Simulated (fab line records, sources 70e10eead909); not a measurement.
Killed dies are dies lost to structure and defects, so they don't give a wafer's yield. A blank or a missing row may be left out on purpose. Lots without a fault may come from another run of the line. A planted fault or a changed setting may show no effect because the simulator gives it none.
Chamber matching | flow nand_harc | NHARC_A_CHANNEL_FILL_D2_ALD_02 on ald_hk-02: 4 sister chambers
The step deposits SiO2, target thk 6 nm, pulse time 10 s, ald cycles 60. 4 wafers are shown with their chamber, then 10 later ones without.

WAFERS WITH THEIR CHAMBER
wafer  | chamber | heater_power_w (W)
L084.5 | 1       | 450
L084.6 | 2       | 484
L086.1 | 3       | 480
L086.5 | 0       | 418

WAFERS WITHOUT THEIR CHAMBER
wafer  | heater_power_w (W)
L086.6 | 492
L088.4 | 424
L088.5 | 504
L088.6 | 455
L092.3 | 433
L092.5 | 464
L092.6 | 435
L096.1 | 478
L096.2 | 474
L096.3 | 449

WHICH CHAMBER EACH WENT THROUGH
wafer  | from the rows above          | in truth
L086.6 | can't be placed: 2 or 3      | 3
L088.4 | can't be placed: 0 or 1      | 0
L088.5 | can't be placed: 2 or 3      | 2
L088.6 | can't be placed: 1 or 3      | 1
L092.3 | can't be placed: 0 or 1      | 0
L092.5 | can't be placed: 1 or 3 or 2 | 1
L092.6 | can't be placed: 1 or 0      | 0
L096.1 | can't be placed: 3 or 2      | 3
L096.2 | can't be placed: 3 or 2 or 1 | 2
L096.3 | 1                            | 1
Placed correctly: 1 of 10. Can't be placed from these rows: 9 (the true chamber is among the candidates in 9). Placed wrongly: 0.
How it was worked out, from the rows above alone: a wafer's distance from a chamber is the root of the sum, over the readings, of the square of ((its reading less the chamber's mean) divided by the reading's scatter). The wafer belongs to the nearest chamber; if the next one is less than 2 further off, it can't be placed. A chamber's mean is the mean of its shown wafers. The scatter: with one shown wafer a chamber, the root of the mean of the squares of how far each hidden wafer lies from its nearest shown one.
